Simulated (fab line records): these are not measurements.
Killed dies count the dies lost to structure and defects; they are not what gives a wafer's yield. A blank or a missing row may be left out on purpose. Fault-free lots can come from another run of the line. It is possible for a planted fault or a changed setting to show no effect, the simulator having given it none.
Matching of chambers -- flow n5-finfet -- N5_BEOL_M5_PECVD_70 on pecvd-01: 3 sister chambers
The step deposits SiO2 from TEOS/O2, target thk 16 nm, time 18 s. 27 wafers are shown with their chamber, then 12 later ones without.

== WAFERS, EACH WITH ITS CHAMBER ==
wafer,chamber,showerhead-plenum-p-Torr (Torr),throttle-valve-pct (%),heater-power-w (W)
L074.2,1,8.82,22.9,823
L074.3,2,8.88,21.7,841
L074.4,0,8.74,22.3,673
L076.1,0,8.76,22.6,732
L076.3,2,8.90,21.8,818
L076.4,2,8.88,21.8,814
L083.1,0,8.77,22.5,614
L083.2,1,8.82,23.0,764
L083.4,1,8.79,23.1,755
L084.1,2,8.87,20.9,847
L084.3,1,8.82,23.1,859
L084.6,0,8.76,22.6,714
L086.2,2,8.89,20.8,881
L086.3,0,8.78,22.6,688
L086.4,0,8.78,22.7,685
L089.1,1,8.83,23.2,815
L089.5,0,8.77,22.8,668
L089.6,2,8.86,20.7,771
L090.1,0,8.76,22.6,726
L090.3,2,8.88,21.0,907
L090.5,1,8.80,23.3,809
L091.2,1,8.84,23.1,839
L091.3,2,8.89,20.8,905
L091.4,1,8.81,22.9,810
L092.1,1,8.80,23.4,824
L092.2,2,8.88,20.8,745
L092.5,0,8.76,22.8,621

SIGNATURES, as means of the wafers listed above
reading,chamber 0,chamber 1,chamber 2,scatter within a chamber
showerhead-plenum-p-Torr,8.7644,8.8144,8.8811,0.0134
throttle-valve-pct,22.611,23.111,21.144,0.304
heater-power-w,680.11,810.89,836.56,44.8
Rule: for a wafer and a chamber, the distance is found by dividing, reading by reading, the gap between the wafer's reading and the chamber's mean by the reading's scatter, squaring, summing and taking the root. The wafer belongs to the nearest chamber; if the next one is less than 2 further off, it can't be placed. How the scatter is found: for the shown wafers, subtract from each reading the mean of its chamber, square and add these, divide the total by (wafers less chambers), then take the root.

== WAFERS MISSING THEIR CHAMBER ==
wafer,showerhead-plenum-p-Torr (Torr),throttle-valve-pct (%),heater-power-w (W)
L094.2,8.80,23.1,771
L094.5,8.83,23.1,782
L094.6,8.88,20.7,775
L095.1,8.84,23.0,797
L095.3,8.75,22.8,683
L095.4,8.87,20.9,926
L096.1,8.86,21.0,876
L096.2,8.77,22.5,615
L096.3,8.82,22.9,826
L097.1,8.76,22.8,718
L097.4,8.82,23.0,842
L097.5,8.89,20.9,872

== CHAMBER TAKEN BY EACH ==
wafer,from the rows above,in truth
L094.2,1,1
L094.5,1,1
L094.6,2,2
L095.1,1,1
L095.3,0,0
L095.4,2,2
L096.1,2,2
L096.2,0,0
L096.3,1,1
L097.1,0,0
L097.4,1,1
L097.5,2,2
12 of 12 placed correctly. Can't be placed from these rows: 0. Wrongly placed: 0.
